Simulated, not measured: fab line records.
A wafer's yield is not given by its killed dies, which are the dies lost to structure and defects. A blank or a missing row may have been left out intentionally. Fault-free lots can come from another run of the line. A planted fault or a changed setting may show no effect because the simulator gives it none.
Matching of chambers | flow nandHarc | rieDiel-12 running NHARC_P_M2_STRIP_18: 4 sister chambers
The step strips in N2/H2. 8 wafers are shown with their chamber, then 12 later ones without.

WAFERS WITH THEIR CHAMBER
wafer  | chamber | drypumpMotorCurrentA (A) | oesProductAu (a.u.)
L089.1 | 1       | 5.2                      | 0.988
L089.6 | 0       | 6.0                      | 1.000
L090.3 | 3       | 5.9                      | 1.002
L090.4 | 2       | 5.5                      | 1.001
L090.5 | 3       | 5.9                      | 0.998
L091.3 | 0       | 6.0                      | 0.987
L091.5 | 2       | 5.5                      | 1.005
L091.6 | 1       | 5.3                      | 0.997

WAFERS WHOSE CHAMBER IS MISSING
wafer  | drypumpMotorCurrentA (A) | oesProductAu (a.u.)
L093.1 | 5.5                      | 1.001
L093.2 | 6.0                      | 1.006
L093.6 | 5.2                      | 0.998
L094.2 | 5.3                      | 1.001
L094.3 | 5.5                      | 0.998
L094.6 | 5.2                      | 0.991
L095.2 | 6.0                      | 1.004
L095.3 | 5.9                      | 1.001
L095.4 | 5.5                      | 1.002
L096.1 | 5.5                      | 1.004
L096.2 | 5.9                      | 1.004
L096.3 | 6.0                      | 0.999

EACH ONE'S CHAMBER
wafer  | from the rows above     | in truth
L093.1 | 2                       | 2
L093.2 | can't be placed: 0 or 3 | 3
L093.6 | 1                       | 1
L094.2 | 1                       | 1
L094.3 | 2                       | 2
L094.6 | 1                       | 1
L095.2 | can't be placed: 0 or 3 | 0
L095.3 | 3                       | 3
L095.4 | 2                       | 2
L096.1 | 2                       | 2
L096.2 | 3                       | 3
L096.3 | can't be placed: 0 or 3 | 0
9 of 12 placed correctly. Unplaceable from these rows: 3, with the true chamber sitting among the candidates in 3. Wrongly placed: 0.
How it was worked out, from the rows above alone: a wafer's distance from a chamber is the root of the sum, over the readings, of the square of ((its reading less the chamber's mean) divided by the reading's scatter). The wafer belongs to the nearest chamber; if the next one is less than 2 further off, it can't be placed. For every chamber, the mean is computed from those of its wafers that are shown. The scatter: take each reading less its chamber's mean, square it, sum over the shown wafers, divide by the number of wafers less the number of chambers, and take the root.
